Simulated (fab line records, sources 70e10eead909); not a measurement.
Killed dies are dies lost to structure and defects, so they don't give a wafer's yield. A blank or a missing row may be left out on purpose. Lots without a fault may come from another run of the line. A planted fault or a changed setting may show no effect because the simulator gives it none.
fab line records | flow nand_harc
record lots=12 wafers=36 last_day=24
route steps=1159 shown P_GATE@205 P_CONTACT@229
lots that met no fault: from a run of the same line without faults
start_h: hours from the record's first day to the start of the lot's first wafer shown | wait_h: hours since the lot's step before | " the same as in the row above | L1.1+2: a row that stands for several wafers | - no value, or no start given | * or withheld: withheld | < > ~ a bound
route shown NAME@n: a module of which the file shows steps, and the number in the route of the first | usual: mean/standard deviation of fault-free wafers | same: alike in all rows | chamber/n: place in a boat | sites: the reading at each site | _std_site: their standard deviation | _edge_site: outer sites' mean less inner sites' | radius_mm: how far each site lies from the wafer's centre | mask NAME#n: copy n | behind: the tool/chamber that last shaped the wafer | hold: why the lot was held/for how many hours/how that ended | device: the transistor (n, p or np) that didn't switch | end of line: the same wafers' tests at the end of the route | a step without rows: its recipe alone | killed: dies lost to structure and defects at the first sort, not the wafer's yield | map: a wafer's dies, x killed, . not, _ none there
set.NAME: the setting as run; set.NAME@STEP: as run at that earlier step | model.NAME: the simulator's own value behind a step, which no gauge read
steps of the route over a sample of lots; a table a step, a row a wafer
services: from which hour (start_h, from the record's first day; less than 0 if before it) a tool's chamber was out of use, for how many hours, and why
## steps
# step NHARC_P_GATE_STRIP_95
# recipe power_w=1500 temp_c=250 chemistry=O2
# usual drypump_motor_current_A=5.4/0.4 heater_power_w=375/30
# columns lot.wafer tool chamber start_h wait_h drypump_motor_current_A heater_power_w rf_hours_counter_h
L769.2 plasma_asher-02 0 111.88 0.6 6.1 389 34
L769.1 " 1 " " 5.2 407 34
L769.4 " 0 " " 6.1 372 -
L768.1 plasma_asher-02 0 113.57 0.6 6.1 393 35
L768.5 " 0 " " 6.1 390 -
L768.6 " 1 " " 5.2 414 -
L770.4 plasma_asher-01 1 118.71 0.4 5.1 342 -
L770.3 " 0 " " 5.4 383 -
L770.5 " 1 " " 5.1 329 -
L772.2 plasma_asher-02 0 125.95 0.5 6.2 384 41
L772.4 " 0 " " 6.1 383 -
L772.5 " 1 " " 5.2 408 -
L771.2 plasma_asher-01 0 126.81 0.6 5.3 382 4
L771.4 " 0 " " 5.3 378 -
L771.3 " 1 " " 5.1 345 -
L775.3 plasma_asher-02 1 157.73 0.4 5.2 409 -
L775.4 " 0 " " 6.1 391 -
L775.6 " 0 " " 6.1 382 -
L776.2 plasma_asher-01 0 159.01 0.5 5.3 377 15
L776.3 " 1 " " 5.1 339 -
L776.6 " 0 " " 5.3 383 -
L779.1 plasma_asher-02 0 181.70 0.6 6.1 384 59
L779.3 " 0 " " 6.1 381 -
L779.4 " 1 " " 5.3 414 -
L787.2 plasma_asher-01 0 221.04 0.6 5.3 376 37
L787.3 " 0 " " 5.3 378 -
L787.5 " 0 " " 5.3 382 -
L788.1 plasma_asher-02 0 228.23 0.5 6.2 354 12
L788.4 " 1 " " 5.2 412 -
L788.6 " 1 " " 5.2 414 -
L790.1 plasma_asher-02 0 243.68 0.6 6.2 361 18
L790.4 " 0 " " 6.1 366 -
L790.6 " 0 " " 6.1 365 -
L791.1 plasma_asher-01 0 244.10 0.5 5.3 375 46
L791.4 " 1 " " 5.1 330 -
L791.6 " 0 " " 5.3 386 -
# step NHARC_P_GATE_INSPECT_68
# usual raw_defect_count=227/90
# columns lot.wafer tool chamber start_h wait_h raw_defect_count
L769.1 defect_inspect-01 - 114.18 0.2 217
L769.2 " - " " 216
L769.4 " - " " 313
L768.1 defect_inspect-02 - 115.71 0.2 187
L768.5 " - " " 219
L768.6 " - " " 319
L770.3 defect_inspect-01 - 120.51 0.1 335
L770.4 " - " " 159
L770.5 " - " " 212
L772.2 defect_inspect-02 - 127.86 0.1 108
L772.4 " - " " 164
L772.5 " - " " 179
L771.2 defect_inspect-02 - 128.70 0.1 175
L771.3 " - " " 169
L771.4 " - " " 254
L775.3 defect_inspect-02 - 159.64 0.1 146
L775.4 " - " " 119
L775.6 " - " " 210
L776.2 defect_inspect-02 - 160.87 0.1 193
L776.3 " - " " 122
L776.6 " - " " 101
L779.1 defect_inspect-01 - 183.54 0.2 214
L779.3 " - " " 215
L779.4 " - " " 411
L787.2 defect_inspect-02 - 223.02 0.1 271
L787.3 " - " " 289
L787.5 " - " " 159
L788.1 defect_inspect-02 - 230.16 0.2 180
L788.4 " - " " 353
L788.6 " - " " 331
L790.1 defect_inspect-02 - 245.63 0.2 377
L790.4 " - " " 165
L790.6 " - " " 332
L791.1 defect_inspect-02 - 245.92 0.2 256
L791.4 " - " " 400
L791.6 " - " " 537
# step NHARC_P_CONTACT_EXPOSE_09
# recipe na=1.35 target_cd_nm=90 dose_mj=81.26 mask_id=P_CA
# usual exposure_dose_mJ_cm2=81.19/0.083
# columns lot.wafer tool chamber start_h wait_h mask exposure_dose_mJ_cm2
L769.1 arfi_scanner-03 0 115.72 - P_CA#0 81.09
L769.2 " 0 " " P_CA#0 81.17
L769.4 " 0 " " P_CA#0 81.10
L768.1 arfi_scanner-03 0 117.21 - P_CA#0 81.28
L768.5 " 0 " " P_CA#0 81.29
L768.6 " 0 " " P_CA#0 81.31
L770.3 arfi_scanner-03 0 121.87 - P_CA#0 81.13
L770.4 " 0 " " P_CA#0 81.09
L770.5 " 0 " " P_CA#0 81.18
L772.2 arfi_scanner-01 0 129.37 - P_CA#0 81.15
L772.4 " 0 " " P_CA#0 81.27
L772.5 " 0 " " P_CA#0 81.33
L771.2 arfi_scanner-01 0 130.04 - P_CA#0 81.27
L771.3 " 0 " " P_CA#0 81.23
L771.4 " 0 " " P_CA#0 81.33
L775.3 arfi_scanner-02 0 161.11 - P_CA#0 81.28
L775.4 " 0 " " P_CA#0 81.28
L775.6 " 0 " " P_CA#0 81.11
L776.2 arfi_scanner-02 0 162.35 - P_CA#0 81.21
L776.3 " 0 " " P_CA#0 81.14
L776.6 " 0 " " P_CA#0 81.30
L779.1 arfi_scanner-03 0 185.01 - P_CA_R1#0 81.27
L779.3 " 0 " " P_CA_R1#0 81.37
L779.4 " 0 " " P_CA_R1#0 81.25
L787.2 arfi_scanner-03 0 224.67 - P_CA#0 81.08
L787.3 " 0 " " P_CA#0 81.11
L787.5 " 0 " " P_CA#0 81.19
L788.1 arfi_scanner-01 0 231.52 - P_CA#0 81.19
L788.4 " 0 " " P_CA#0 81.11
L788.6 " 0 " " P_CA#0 81.16
L790.1 arfi_scanner-02 0 247.21 - P_CA#0 81.28
L790.4 " 0 " " P_CA#0 81.15
L790.6 " 0 " " P_CA#0 81.27
L791.1 arfi_scanner-01 0 247.39 - P_CA#0 81.12
L791.4 " 0 " " P_CA#0 81.14
L791.6 " 0 " " P_CA#0 81.19
# step NHARC_P_CONTACT_CD_MEAS_12
# recipe target_cd_nm=90 landing_energy_ev=500
# usual cd_nm=90.3/0.72
# columns lot.wafer tool chamber start_h wait_h cd_nm
L769.1 cd_sem-02 0 115.86 - 91.4
L769.2 " 0 " " 90.9
L769.4 " 0 " " 90.2
L768.1 cd_sem-02 0 117.35 - 92.3
L768.5 " 0 " " 91.7
L768.6 " 0 " " 91.3
L770.3 cd_sem-02 0 122.01 - 90.9
L770.4 " 0 " " 89.9
L770.5 " 0 " " 90.3
L772.2 cd_sem-01 0 129.50 - 89.7
L772.4 " 0 " " 90.0
L772.5 " 0 " " 90.4
L771.2 cd_sem-03 0 130.18 - 89.5
L771.3 " 0 " " 89.7
L771.4 " 0 " " 89.9
L775.3 cd_sem-03 0 161.25 - 90.2
L775.4 " 0 " " 90.5
L775.6 " 0 " " 90.3
L776.2 cd_sem-03 0 162.49 - 89.6
L776.3 " 0 " " 88.9
L776.6 " 0 " " 90.2
L779.1 cd_sem-02 0 185.16 - 95.7
L779.3 " 0 " " 96.6
L779.4 " 0 " " 96.8
L787.2 cd_sem-02 0 224.81 - 90.4
L787.3 " 0 " " 89.6
L787.5 " 0 " " 90.1
L788.1 cd_sem-03 0 231.66 - 89.1
L788.4 " 0 " " 89.7
L788.6 " 0 " " 89.4
L790.1 cd_sem-01 0 247.35 - 90.2
L790.4 " 0 " " 90.1
L790.6 " 0 " " 91.0
L791.1 cd_sem-01 0 247.53 - 89.6
L791.4 " 0 " " 90.6
L791.6 " 0 " " 89.1
# step NHARC_P_CONTACT_OVL_MEAS_13
# usual overlay_x_nm=-0.6/0.7 overlay_y_nm=0.0/0.95
# columns lot.wafer tool chamber start_h wait_h overlay_x_nm overlay_y_nm
L769.1 overlay-02 - 115.96 - -0.7 -0.4
L769.2 " - " " -0.4 -0.4
L769.4 " - " " 0.2 -0.6
L768.1 overlay-02 - 117.43 - -0.9 0.2
L768.5 " - " " -0.7 0.6
L768.6 " - " " -0.3 0.1
L770.3 overlay-01 - 122.09 - -0.2 0.1
L770.4 " - " " -0.7 -0.6
L770.5 " - " " -0.4 -0.1
L772.2 overlay-02 - 129.60 - -1.4 -1.0
L772.4 " - " " -1.0 -1.0
L772.5 " - " " -0.9 -0.5
L771.2 overlay-02 - 130.27 - -1.6 1.1
L771.3 " - " " -1.4 1.2
L771.4 " - " " -1.3 0.8
L775.3 overlay-02 - 161.33 - 0.5 -0.4
L775.4 " - " " 0.1 -0.2
L775.6 " - " " 0.2 -0.5
L776.2 overlay-01 - 162.57 - -1.2 -0.3
L776.3 " - " " -1.3 -0.3
L776.6 " - " " -1.5 -0.3
L779.1 overlay-01 - 185.25 - -0.4 -0.2
L779.3 " - " " -0.3 -0.1
L779.4 " - " " -0.5 -0.6
L787.2 overlay-02 - 224.89 - 0.7 -2.5
L787.3 " - " " 0.7 -2.6
L787.5 " - " " 0.4 -2.2
L788.1 overlay-01 - 231.75 - -1.1 0.2
L788.4 " - " " -1.2 0.4
L788.6 " - " " -1.5 0.6
L790.1 overlay-01 - 247.44 - -0.3 -0.6
L790.4 " - " " 0.0 0.1
L790.6 " - " " 0.1 -0.4
L791.1 overlay-02 - 247.62 - -0.5 2.2
L791.4 " - " " -0.3 1.7
L791.6 " - " " -0.2 1.8
# step NHARC_P_CONTACT_CD_MEAS_19
# usual cd_nm=90.5/1.8
# columns lot.wafer tool chamber start_h wait_h cd_nm
L769.1 cd_sem-01 - 116.93 - 94.2
L769.2 " - " " 90.5
L769.4 " - " " 89.0
L768.1 cd_sem-01 - 118.49 - 92.3
L768.5 " - " " 89.4
L768.6 " - " " 92.9
L770.3 cd_sem-01 - 123.07 - 91.6
L770.4 " - " " 86.8
L770.5 " - " " 89.8
L772.2 cd_sem-02 - 130.59 - 90.7
L772.4 " - " " 90.2
L772.5 " - " " 88.8
L771.2 cd_sem-03 - 131.27 - 87.1
L771.3 " - " " 89.2
L771.4 " - " " 90.1
L775.3 cd_sem-01 - 162.50 - 90.0
L775.4 " - " " 92.9
L775.6 " - " " 87.6
L776.2 cd_sem-01 - 163.62 - 89.4
L776.3 " - " " 89.6
L776.6 " - " " 91.3
L779.1 cd_sem-02 - 186.22 - 98.0
L779.3 " - " " 92.8
L779.4 " - " " 99.7
L787.2 cd_sem-03 - 226.08 - 90.9
L787.3 " - " " 91.3
L787.5 " - " " 89.3
L788.1 cd_sem-01 - 232.84 - 91.5
L788.4 " - " " 90.9
L788.6 " - " " 88.8
L790.1 cd_sem-01 - 248.56 - 88.1
L790.4 " - " " 88.9
L790.6 " - " " 91.4
L791.1 cd_sem-02 - 248.99 - 89.9
L791.4 " - " " 88.1
L791.6 " - " " 88.4
## services
# columns tool chamber start_h hours kind
arfi_scanner-02 - 103.62 56.0 repair
plasma_asher-01 - 106.08 9.0 pm
plasma_asher-01 0 106.08 9.0 vent_cycle
plasma_asher-01 1 106.08 9.0 vent_cycle
arfi_scanner-01 0 108.01 - calibration
plasma_asher-01 0 115.08 - clean
plasma_asher-01 1 115.08 - clean
arfi_scanner-03 - 142.09 4.0 pm
arfi_scanner-03 - 168.27 1.1 repair
arfi_scanner-01 - 171.48 1.6 repair
arfi_scanner-01 - 173.90 0.5 repair
plasma_asher-02 - 183.27 9.0 pm
plasma_asher-02 0 183.27 9.0 vent_cycle
plasma_asher-02 1 183.27 9.0 vent_cycle
arfi_scanner-03 0 189.01 - calibration
plasma_asher-02 0 192.27 - clean
plasma_asher-02 1 192.27 - clean
arfi_scanner-01 - 196.00 4.0 pm
arfi_scanner-03 - 201.06 2.1 repair
arfi_scanner-02 - 232.78 0.7 repair
## key
first_sign step=NHARC_P_CONTACT_EXPOSE_09 reading=mask direction=changed
effect step=NHARC_P_CONTACT_CD_MEAS_12 reading=cd_nm direction=up sigmas=8.3 usual=90.3 struck=96.3
effect step=NHARC_P_CONTACT_CD_MEAS_19 reading=cd_nm direction=up sigmas=3.5 usual=90.5 struck=96.8
met_at NHARC_P_CONTACT_EXPOSE_09
struck_lots L779
tester_left_out L779
not_acting_at NHARC_P_GATE_STRIP_95,NHARC_P_GATE_INSPECT_68,NHARC_P_CONTACT_OVL_MEAS_13
onset_between 121.87 185.01
fault kind=wrong_mask tool=any chamber=- onset_h=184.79 steps=NHARC_P_CONTACT_EXPOSE_09 aux_copy=P_CA_R1#0 cd_offset_nm=5.9108 scope=struck_lots_only
# tester_left_out: of these lots the tester's yield and bins aren't shown, on N5 and GAA mostly nor the transistor test; their killed dies are dies lost to structure and defects alone, not to doping, threshold or leakage, so they don't give the yield
